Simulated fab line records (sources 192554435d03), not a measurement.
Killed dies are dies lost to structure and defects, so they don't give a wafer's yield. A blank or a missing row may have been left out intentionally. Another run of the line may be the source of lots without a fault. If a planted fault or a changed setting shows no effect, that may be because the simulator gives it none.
fab line records	flow n5_finfet	part 1 of 2: steps 1 to 25 of 31
[record] lots = 5	wafers = 15	last_day = 17
route steps=1938 shown BEOL_M13@1704 BEOL_M14@1716
lots that met no fault: taken from a fault-free run of the same line
start_h: start of the lot's first displayed wafer, in hours after the record's first day	wait_h: hours from the lot's prior step to this one	" same as the row above	L1.1+2: a row that stands for several wafers	- no value, or no start was given	* or withheld: withheld	< > ~ a bound
route shown NAME@n: names a module that has steps shown in the file, with the first one's number in the route	usual: average and standard deviation across the fault-free wafers	same: alike in all rows	chamber/n: place in a boat	sites: readings site by site	_std_site: the standard deviation of these	_edge_site: inner sites' mean taken away from outer sites' mean	radius_mm: for every site, how far away it sits from the centre of the wafer	mask NAME#n: copy n	behind: the tool/chamber that last shaped the wafer	hold: reason for holding the lot/hours on hold/outcome of the hold	device: the n, p or np transistor that did not switch	end of line: the tests these same wafers got at the end of their route	for a step that has no rows: nothing shown but its recipe	killed: count of dies lost to structure and defects at first sort (not the wafer's yield)	map: a wafer's dies, marking killed ones x, the rest . and places with no die _
set.NAME: setting as actually run; set.NAME@STEP: the setting as run at that earlier step	model.NAME: the simulator's own value behind a step, which no gauge read
a table for each step, a row for each wafer; lots at some steps of the route
services: when a tool's chamber went out of use (start_h, in hours from the record's first day, below 0 if earlier), for how many hours, and the reason
[[steps]]
[step N5_BEOL_M13_PRE_CLEAN_42]
[recipe] gas = H2/He	time_s = 30	temp_c = 250
[usual] heater_power_w = 337/31
[same] time_s = 30
lot.wafer	tool	chamber	start_h	wait_h	heater_power_w
L074.2	pvd_sputter-03	-	228.19	0.0	317
L074.4	"	-	"	"	300
L074.6	"	-	"	"	337
L081.2	pvd_sputter-02	-	284.06	0.0	274
L081.3	"	-	"	"	382
L081.4	"	-	"	"	321
L086.2	pvd_sputter-01	-	319.54	0.0	353
L086.4	"	-	"	"	301
L086.6	"	-	"	"	353
L095.2	pvd_sputter-03	-	364.53	0.0	314
L095.4	"	-	"	"	334
L095.5	"	-	"	"	323
L093.4	pvd_sputter-03	-	369.31	0.0	334
L093.5	"	-	"	"	325
L093.6	"	-	"	"	344
[step N5_BEOL_M13_SPUTTER_43]
[recipe] material = TaN	target_thk_a = 150	temp_c = 50	bias_v = 168.6	power_w = 15000	chamber_pressure_pa = 0.12	time_s = 24.19
[usual] substrate_temp_c = 50.01/0.11	throttle_valve_pct = 29.8/0.76
[same] time_s = 24.19
lot.wafer	tool	chamber	start_h	wait_h	substrate_temp_c	throttle_valve_pct
L074.2	pvd_sputter-03	-	228.23	0.0	50.19	30.5
L074.4	"	-	"	"	50.12	30.1
L074.6	"	-	"	"	50.12	29.0
L081.2	pvd_sputter-02	-	284.10	0.0	49.93	29.5
L081.3	"	-	"	"	49.87	28.5
L081.4	"	-	"	"	50.14	31.0
L086.2	pvd_sputter-01	-	319.58	0.0	49.89	30.2
L086.4	"	-	"	"	50.03	29.8
L086.6	"	-	"	"	49.98	30.2
L095.2	pvd_sputter-03	-	364.57	0.0	49.97	30.5
L095.4	"	-	"	"	49.96	28.8
L095.5	"	-	"	"	50.07	30.4
L093.4	pvd_sputter-03	-	369.35	0.0	49.89	29.1
L093.5	"	-	"	"	49.90	30.9
L093.6	"	-	"	"	49.90	29.0
[step N5_BEOL_M13_SPUTTER_44]
[recipe] material = Ta	target_thk_a = 100	temp_c = 50	bias_v = 80	power_w = 15000	chamber_pressure_pa = 0.07	time_s = 16.13
[usual] substrate_temp_c = 50.02/0.12	throttle_valve_pct = 29.8/0.73
[same] time_s = 16.13
lot.wafer	tool	chamber	start_h	wait_h	substrate_temp_c	throttle_valve_pct
L074.2	pvd_sputter-03	-	228.31	0.0	49.85	30.4
L074.4	"	-	"	"	50.06	30.0
L074.6	"	-	"	"	50.01	29.3
L081.2	pvd_sputter-02	-	284.18	0.0	49.97	29.5
L081.3	"	-	"	"	49.92	28.3
L081.4	"	-	"	"	50.12	30.8
L086.2	pvd_sputter-01	-	319.66	0.0	50.01	30.1
L086.4	"	-	"	"	50.19	29.5
L086.6	"	-	"	"	49.85	30.3
L095.2	pvd_sputter-03	-	364.65	0.0	49.87	30.4
L095.4	"	-	"	"	50.13	29.2
L095.5	"	-	"	"	49.96	30.2
L093.4	pvd_sputter-03	-	369.43	0.0	50.03	29.0
L093.5	"	-	"	"	49.90	31.0
L093.6	"	-	"	"	49.97	29.0
[step N5_BEOL_M13_SPUTTER_45]
[recipe] material = Cu	target_thk_a = 800	temp_c = -20	bias_v = 60	power_w = 26000	chamber_pressure_pa = 0.13	time_s = 13.33
[usual] substrate_temp_c = -20.00/0.11	throttle_valve_pct = 29.8/0.75
[same] time_s = 13.33
lot.wafer	tool	chamber	start_h	wait_h	substrate_temp_c	throttle_valve_pct
L074.2	pvd_sputter-03	-	228.39	0.0	-19.90	30.1
L074.4	"	-	"	"	-20.06	30.1
L074.6	"	-	"	"	-20.15	29.3
L081.2	pvd_sputter-02	-	284.26	0.0	-19.92	29.5
L081.3	"	-	"	"	-20.29	28.5
L081.4	"	-	"	"	-19.96	30.6
L086.2	pvd_sputter-01	-	319.74	0.0	-19.98	30.0
L086.4	"	-	"	"	-19.98	29.7
L086.6	"	-	"	"	-19.81	30.4
L095.2	pvd_sputter-03	-	364.73	0.0	-20.11	30.2
L095.4	"	-	"	"	-19.97	28.9
L095.5	"	-	"	"	-20.00	30.4
L093.4	pvd_sputter-03	-	369.51	0.0	-19.93	29.3
L093.5	"	-	"	"	-19.97	31.1
L093.6	"	-	"	"	-20.15	28.9
[step N5_BEOL_M13_ECD_47]
[recipe] material = Cu	target_thk_a = 9360
lot.wafer	tool	chamber	start_h	wait_h
L074.2+4+6	ecd_cu-02	1,0,0	228.50	0.1
L081.2+3+4	ecd_cu-02	0,1,0	284.38	0.1
L086.2+4+6	ecd_cu-01	1,0,0	319.85	0.1
L095.2+4+5	ecd_cu-01	1	364.84	0.1
L093.4+5+6	ecd_cu-01	1,0,1	369.68	0.1
[step N5_BEOL_M13_ANNEAL_48]
[recipe] temp_c = 225	time_s = 90	ambient = N2
[usual] anneal_temp_c_max = 226.44/0.26	wafer_temp_C_max = 226.07/0.26
[same] time_s = 90
lot.wafer	tool	chamber	start_h	wait_h	anneal_temp_c_max	wafer_temp_C_max
L074.2	rtp_anneal-02	0	228.96	0.4	226.45	226.41
L074.4	"	0	"	"	226.62	225.89
L074.6	"	0	"	"	226.23	225.82
L081.2	rtp_anneal-02	0	284.58	0.2	226.01	226.13
L081.3	"	0	"	"	226.46	225.76
L081.4	"	0	"	"	226.21	226.51
L086.2	rtp_anneal-01	0	320.11	0.2	226.72	225.71
L086.4	"	0	"	"	226.60	226.21
L086.6	"	0	"	"	226.63	226.12
L095.2	rtp_anneal-02	0	365.05	0.2	226.46	226.48
L095.4	"	0	"	"	226.32	225.89
L095.5	"	0	"	"	226.46	226.27
L093.4	rtp_anneal-02	0	370.15	0.4	226.67	225.93
L093.5	"	0	"	"	226.38	226.31
L093.6	"	0	"	"	226.56	226.35
[step N5_BEOL_M13_CMP_49]
[recipe] stop_on = SiOC	t_overpolish_s = 17.1	down_force_psi = 1	platen_rpm = 50	clearing_platen_down_force_psi = 1.5	clearing_platen_rpm = 50	post_cmp_clean = cu_alkaline	target_thk_nm = 420	clearing_platen_pad_velocity_m_s = 0.99484	pad_velocity_m_s = 0.99484
[usual] barrier_field_endpoint_s = 30.4/0.96	clearing_platen_rpm = 50.003/0.03	motor_current_A = 6.2/0.56	overpolish_run_s = 17.100/0.0087
lot.wafer	tool	chamber	start_h	wait_h	barrier_field_endpoint_s	clearing_platen_rpm	motor_current_A	overpolish_run_s
L074.4	cmp-01	1	229.22	0.1	29.9	50.000	5.8	17.105
L074.2	"	0	"	"	29.3	49.987	7.0	17.105
L074.6	"	1	"	"	30.6	50.057	6.0	17.110
L081.2	cmp-02	1	284.84	0.2	31.1	49.974	6.2	17.107
L081.4	"	2	"	"	29.2	50.009	6.6	17.101
L081.3	"	0	"	"	30.6	50.017	6.4	17.102
L086.4	cmp-02	3	320.66	0.3	30.3	50.049	5.6	17.103
L086.2	"	0	"	"	30.5	50.036	6.5	17.102
L086.6	"	2	"	"	30.2	49.996	6.7	17.118
L095.4	cmp-04	2	365.38	0.2	31.3	50.006	5.6	17.099
L095.2	"	3	"	"	30.3	49.977	6.4	17.108
L095.5	"	0	"	"	30.4	49.997	5.8	17.114
L093.4	cmp-04	3	371.52	1.3	30.8	49.997	6.2	17.103
L093.5	"	1	"	"	32.0	49.969	6.2	17.097
L093.6	"	2	"	"	31.3	49.980	5.8	17.099
[step N5_BEOL_M13_THK_MEAS_50]
[recipe] thk_meas_gauge = xrf	reads = Cu_of_BEOL_M13_ECD_47
[usual] M13_THK = 420/7.2
lot.wafer	tool	chamber	start_h	wait_h	M13_THK[nm]
L074.2	film_metro-02	-	229.51	-	423
L074.4	"	-	"	"	424
L074.6	"	-	"	"	427
L081.2	film_metro-01	-	285.13	-	418
L081.3	"	-	"	"	421
L081.4	"	-	"	"	416
L086.2	film_metro-01	-	320.88	-	418
L086.4	"	-	"	"	410
L086.6	"	-	"	"	415
L095.2	film_metro-01	-	365.60	-	417
L095.4	"	-	"	"	424
L095.5	"	-	"	"	420
L093.4	film_metro-01	-	371.74	-	416
L093.5	"	-	"	"	417
L093.6	"	-	"	"	434
[step N5_BEOL_M13_PRE_CLEAN_52]
[recipe] gas = NH3	time_s = 15	temp_c = withheld	rf_power_w = 300
[same] time_s = 15
lot.wafer	tool	chamber	start_h	wait_h
L074.2+4+6	pecvd-01	1	229.56	0.0
L081.2+3+4	pecvd-02	2,0,2	285.17	0.0
L086.2+4+6	pecvd-02	0,0,1	320.92	0.0
L095.2+4+5	pecvd-04	2,1,0	365.63	0.0
L093.4+5+6	pecvd-04	1,2,0	371.79	0.0
[step N5_BEOL_M13_DEP_53]
[recipe] material = SiCN	target_thk_a = 500	temp_c = withheld	precursor = 3MS/NH3	pressure_torr = 3	rf_w = 675	time_s = 17.8
[usual] showerhead_plenum_p_Torr = 4.174/0.025	throttle_valve_pct = 17.8/1.2
[same] time_s = 17.8
lot.wafer	tool	chamber	start_h	wait_h	showerhead_plenum_p_Torr	throttle_valve_pct
L074.2	pecvd-01	1	229.64	0.1	4.125	17.8
L074.4	"	1	"	"	4.132	18.0
L074.6	"	1	"	"	4.134	18.2
L081.2	pecvd-02	2	285.19	0.0	4.175	17.7
L081.3	"	0	"	"	4.164	19.8
L081.4	"	2	"	"	4.166	17.8
L086.2	pecvd-02	0	320.95	0.0	4.164	19.7
L086.4	"	0	"	"	4.174	19.5
L086.6	"	1	"	"	4.178	18.2
L095.2	pecvd-04	2	365.66	0.0	4.155	16.0
L095.4	"	1	"	"	4.199	18.9
L095.5	"	0	"	"	4.193	17.0
L093.4	pecvd-04	1	371.82	0.0	4.205	18.8
L093.5	"	2	"	"	4.146	15.8
L093.6	"	0	"	"	4.188	17.0
[step N5_BEOL_M13_RS_MEAS_54]
[recipe] thk_meas_gauge = four-point-probe	reads = Cu_of_BEOL_M13_ECD_47+Ta_of_BEOL_M13_SPUTTER_44+TaN_of_BEOL_M13_SPUTTER_43
[usual] M13_RS = 0.0455/0.00071
lot.wafer	tool	chamber	start_h	wait_h	M13_RS[ohm/sq]
L074.2	film_metro-02	-	229.76	0.1	0.0451
L074.4	"	-	"	"	0.0449
L074.6	"	-	"	"	0.0448
L081.2	film_metro-01	-	285.26	0.1	0.0455
L081.3	"	-	"	"	0.0450
L081.4	"	-	"	"	0.0457
L086.2	film_metro-02	-	321.04	0.1	0.0450
L086.4	"	-	"	"	0.0460
L086.6	"	-	"	"	0.0458
L095.2	film_metro-01	-	365.74	0.1	0.0456
L095.4	"	-	"	"	0.0449
L095.5	"	-	"	"	0.0453
L093.4	film_metro-02	-	371.87	0.0	0.0462
L093.5	"	-	"	"	0.0461
L093.6	"	-	"	"	0.0442
[step N5_BEOL_M13_INSPECT_55]
[recipe] inspect_instrument = darkfield	mode = post_dep
[usual] raw_defect_count = 72/23
lot.wafer	tool	chamber	start_h	wait_h	raw_defect_count
L074.2	defect_inspect-02	-	229.78	0.0	52
L074.4	"	-	"	"	58
L074.6	"	-	"	"	95
L081.2	defect_inspect-01	-	285.29	0.0	84
L081.3	"	-	"	"	89
L081.4	"	-	"	"	84
L086.2	defect_inspect-02	-	321.06	0.0	54
L086.4	"	-	"	"	65
L086.6	"	-	"	"	61
L095.2	defect_inspect-02	-	365.77	0.0	91
L095.4	"	-	"	"	98
L095.5	"	-	"	"	85
L093.4	defect_inspect-01	-	371.90	0.0	56
L093.5	"	-	"	"	93
L093.6	"	-	"	"	67
[step N5_BEOL_M14_ILD_DEP_00]
[recipe] material = SiO2	target_thk_a = 11193	temp_c = 400	precursor = TEOS/O2	pressure_torr = 6.5	rf_w = 900	teos_flow_sccm = 161.4	gas = O2	flow_sccm = 2650	time_s = 237.4
[usual] heater_power_w = 516/65	showerhead_plenum_p_Torr = 8.34/0.036	throttle_valve_pct = 18.4/0.87
[same] time_s = 237.4
lot.wafer	tool	chamber	start_h	wait_h	heater_power_w	showerhead_plenum_p_Torr	throttle_valve_pct
L074.2	pecvd-01	1	229.90	0.1	547	8.29	18.8
L074.4	"	1	"	"	515	8.28	18.8
L074.6	"	1	"	"	423	8.31	18.7
L081.2	pecvd-01	2	285.32	0.0	471	8.35	17.1
L081.3	"	1	"	"	499	8.30	18.8
L081.4	"	1	"	"	531	8.30	18.5
L086.2	pecvd-01	1	321.10	0.0	557	8.27	18.7
L086.4	"	0	"	"	517	8.40	17.8
L086.6	"	1	"	"	425	8.31	18.7
L095.2	pecvd-01	2	365.80	0.0	603	8.33	17.2
L095.4	"	0	"	"	550	8.39	17.9
L095.5	"	1	"	"	523	8.30	18.9
L093.4	pecvd-02	2	372.01	0.1	525	8.36	18.3
L093.5	"	0	"	"	406	8.36	20.1
L093.6	"	1	"	"	479	8.36	18.9
[step N5_BEOL_M14_THK_MEAS_01]
[recipe] reads = SiO2_of_BEOL_M14_ILD_DEP_00
[usual] M14_ILD_THK = 1129/16
lot.wafer	tool	chamber	start_h	wait_h	M14_ILD_THK[nm]
L074.2	film_metro-02	-	230.32	0.3	1140
L074.4	"	-	"	"	1141
L074.6	"	-	"	"	1143
L081.2	film_metro-01	-	285.51	0.1	1138
L081.3	"	-	"	"	1144
L081.4	"	-	"	"	1161
L086.2	film_metro-02	-	321.29	0.1	1138
L086.4	"	-	"	"	1131
L086.6	"	-	"	"	1156
L095.2	film_metro-01	-	365.99	0.1	1127
L095.4	"	-	"	"	1123
L095.5	"	-	"	"	1152
L093.4	film_metro-01	-	372.13	0.0	1131
L093.5	"	-	"	"	1136
L093.6	"	-	"	"	1139
[step N5_BEOL_M14_COAT_58]
[recipe] resist = BARC	temp_c = 205	time_s = 60	spin_rpm = 1500	resist_thk_nm = 89
[usual] dispense_pressure_kPa = 47.0/2.2
[same] time_s = 60
lot.wafer	tool	chamber	start_h	wait_h	dispense_pressure_kPa
L074.2	litho_track-05	0	230.36	0.0	45.2
L074.4	"	0	"	"	45.2
L074.6	"	0	"	"	45.2
L081.2	litho_track-05	0	285.54	0.0	45.2
L081.3	"	0	"	"	45.2
L081.4	"	0	"	"	45.2
L086.2	litho_track-04	0	321.32	0.0	45.5
L086.4	"	0	"	"	45.5
L086.6	"	0	"	"	45.5
L095.2	litho_track-04	0	366.02	0.0	45.5
L095.4	"	0	"	"	45.5
L095.5	"	0	"	"	45.6
L093.4	litho_track-05	0	372.16	0.0	45.2
L093.5	"	0	"	"	45.2
L093.6	"	0	"	"	45.1
[step N5_BEOL_M14_COAT_04]
[recipe] spin_rpm = 1704	resist_thk_nm = 800
[usual] dispense_pressure_kPa = 47.0/2.2
lot.wafer	tool	chamber	start_h	wait_h	dispense_pressure_kPa
L074.2	litho_track-05	0	-	-	45.3
L074.4	"	0	"	"	45.2
L074.6	"	0	"	"	45.2
L081.2	litho_track-05	0	-	-	45.1
L081.3	"	0	"	"	45.2
L081.4	"	0	"	"	45.1
L086.2	litho_track-04	0	-	-	45.4
L086.4	"	0	"	"	45.5
L086.6	"	0	"	"	45.4
L095.2	litho_track-04	0	-	-	45.4
L095.4	"	0	"	"	45.4
L095.5	"	0	"	"	45.4
L093.4	litho_track-05	0	-	-	45.2
L093.5	"	0	"	"	45.2
L093.6	"	0	"	"	45.2
[step N5_BEOL_M14_EBR_06]
[recipe] solvent = PGMEA	ebr_width_mm = 1.5
[same] ebr_width_mm = 1.5
lot.wafer	tool	chamber	start_h	wait_h
L074.2+4+6	litho_track-05	0	-	-
L081.2+3+4	litho_track-05	0	-	-
L086.2+4+6	litho_track-04	0	-	-
L095.2+4+5	litho_track-04	0	-	-
L093.4+5+6	litho_track-05	0	-	-
[step N5_BEOL_M14_SOFTBAKE_05]
[recipe] temp_c = 130	time_s = 60
[same] time_s = 60
lot.wafer	tool	chamber	start_h	wait_h
L074.2+4+6	litho_track-05	0	-	-
L081.2+3+4	litho_track-05	0	-	-
L086.2+4+6	litho_track-04	0	-	-
L095.2+4+5	litho_track-04	0	-	-
L093.4+5+6	litho_track-05	0	-	-
[step N5_BEOL_M14_EXPOSE_07]
[recipe] mask_id = V13	na = 0.8	source_shape = annular	sigma_inner = 0.5	sigma_outer = 0.8	polarization = unpolarized	attpsm_phase_deg = 180	dose_mj = 57
[usual] stage_vel_mm_s = 499.99/0.25
lot.wafer	tool	chamber	start_h	wait_h	mask	stage_vel_mm_s
L074.2	krf_scanner-01	0	230.46	-	V13#0	500.22
L074.4	"	0	"	"	V13#0	500.09
L074.6	"	0	"	"	V13#0	499.32
L081.2	krf_scanner-01	0	285.65	-	V13#0	500.20
L081.3	"	0	"	"	V13#0	499.83
L081.4	"	0	"	"	V13#0	499.71
L086.2	krf_scanner-02	0	321.43	-	V13#0	499.98
L086.4	"	0	"	"	V13#0	500.15
L086.6	"	0	"	"	V13#0	499.87
L095.2	krf_scanner-02	0	366.25	-	V13#0	499.96
L095.4	"	0	"	"	V13#0	500.16
L095.5	"	0	"	"	V13#0	499.73
L093.4	krf_scanner-02	0	372.27	-	V13#0	500.21
L093.5	"	0	"	"	V13#0	500.11
L093.6	"	0	"	"	V13#0	500.33
[step N5_BEOL_M14_PEB_08]
[recipe] peb_temp_c = 130	peb_time_s = 90
lot.wafer	tool	chamber	start_h	wait_h
L074.2+4+6	litho_track-03	0	230.52	0.0
L081.2+3+4	litho_track-03	0	285.70	0.0
L086.2+4+6	litho_track-03	0	321.48	0.0
L095.2+4+5	litho_track-05	0	366.31	0.0
L093.4+5+6	litho_track-03	0	372.32	0.0
[step N5_BEOL_M14_DEVELOP_09]
[recipe] develop_time_s = 45	rinse_liquid = diw	dry = air_spin	dev_temp_c = 21
[usual] developer_temp_C = 21.00/0.1
lot.wafer	tool	chamber	start_h	wait_h	developer_temp_C
L074.2	litho_track-03	0	-	-	21.26
L074.4	"	0	"	"	21.09
L074.6	"	0	"	"	21.10
L081.2	litho_track-03	0	-	-	20.96
L081.3	"	0	"	"	20.78
L081.4	"	0	"	"	20.86
L086.2	litho_track-03	0	-	-	20.91
L086.4	"	0	"	"	20.99
L086.6	"	0	"	"	20.93
L095.2	litho_track-05	0	-	-	21.05
L095.4	"	0	"	"	21.20
L095.5	"	0	"	"	21.11
L093.4	litho_track-03	0	-	-	20.84
L093.5	"	0	"	"	20.86
L093.6	"	0	"	"	20.85
[step N5_BEOL_M14_HARDBAKE_14]
[recipe] temp_c = 130	time_s = 120
[same] time_s = 120
lot.wafer	tool	chamber	start_h	wait_h
L074.2+4+6	litho_track-03	0	-	-
L081.2+3+4	litho_track-03	0	-	-
L086.2+4+6	litho_track-03	0	-	-
L095.2+4+5	litho_track-05	0	-	-
L093.4+5+6	litho_track-03	0	-	-
[step N5_BEOL_M14_CD_MEAS_10]
[recipe] target_cd_nm = 250	landing_energy_ev = 500	detector = se_inlens	polarity = opening
[usual] cd_nm = 250.1/2.6
lot.wafer	tool	chamber	start_h	wait_h	cd_nm
L074.2	cd_sem-01	0	230.63	-	248.5
L074.4	"	0	"	"	247.0
L074.6	"	0	"	"	245.2
L081.2	cd_sem-03	0	285.82	-	252.8
L081.3	"	0	"	"	249.8
L081.4	"	0	"	"	253.4
L086.2	cd_sem-01	0	321.60	-	246.8
L086.4	"	0	"	"	250.0
L086.6	"	0	"	"	249.6
L095.2	cd_sem-01	0	366.42	-	249.5
L095.4	"	0	"	"	248.4
L095.5	"	0	"	"	244.9
L093.4	cd_sem-01	0	372.43	-	251.6
L093.5	"	0	"	"	247.8
L093.6	"	0	"	"	254.5
[step N5_BEOL_M14_OVL_MEAS_11]
[recipe] points_per_wafer = 44
[usual] V13_OVL = 6/4.3
lot.wafer	tool	chamber	start_h	wait_h	V13_OVL[nm]
L074.2	overlay-01	0	230.66	0.0	11
L074.4	"	0	"	"	0
L074.6	"	0	"	"	1
L081.2	overlay-01	0	285.85	0.0	10
L081.3	"	0	"	"	3
L081.4	"	0	"	"	2
L086.2	overlay-01	0	321.63	0.0	12
L086.4	"	0	"	"	10
L086.6	"	0	"	"	5
L095.2	overlay-02	0	366.45	0.0	12
L095.4	"	0	"	"	6
L095.5	"	0	"	"	10
L093.4	overlay-01	0	372.46	0.0	5
L093.5	"	0	"	"	7
L093.6	"	0	"	"	7
[step N5_BEOL_M14_INSPECT_12]
[recipe] mode = adi	inspect_instrument = macro
[usual] raw_defect_count = 1.9/1.4
lot.wafer	tool	chamber	start_h	wait_h	raw_defect_count
L074.2	defect_inspect-01	-	230.68	0.0	1
L074.4	"	-	"	"	3
L074.6	"	-	"	"	2
L081.2	defect_inspect-02	-	285.87	0.0	3
L081.3	"	-	"	"	2
L081.4	"	-	"	"	1
L086.2	defect_inspect-01	-	321.65	0.0	1
L086.4	"	-	"	"	0
L086.6	"	-	"	"	0
L095.2	defect_inspect-01	-	366.48	0.0	3
L095.4	"	-	"	"	2
L095.5	"	-	"	"	3
L093.4	defect_inspect-01	-	372.49	0.0	3
L093.5	"	-	"	"	1
L093.6	"	-	"	"	2
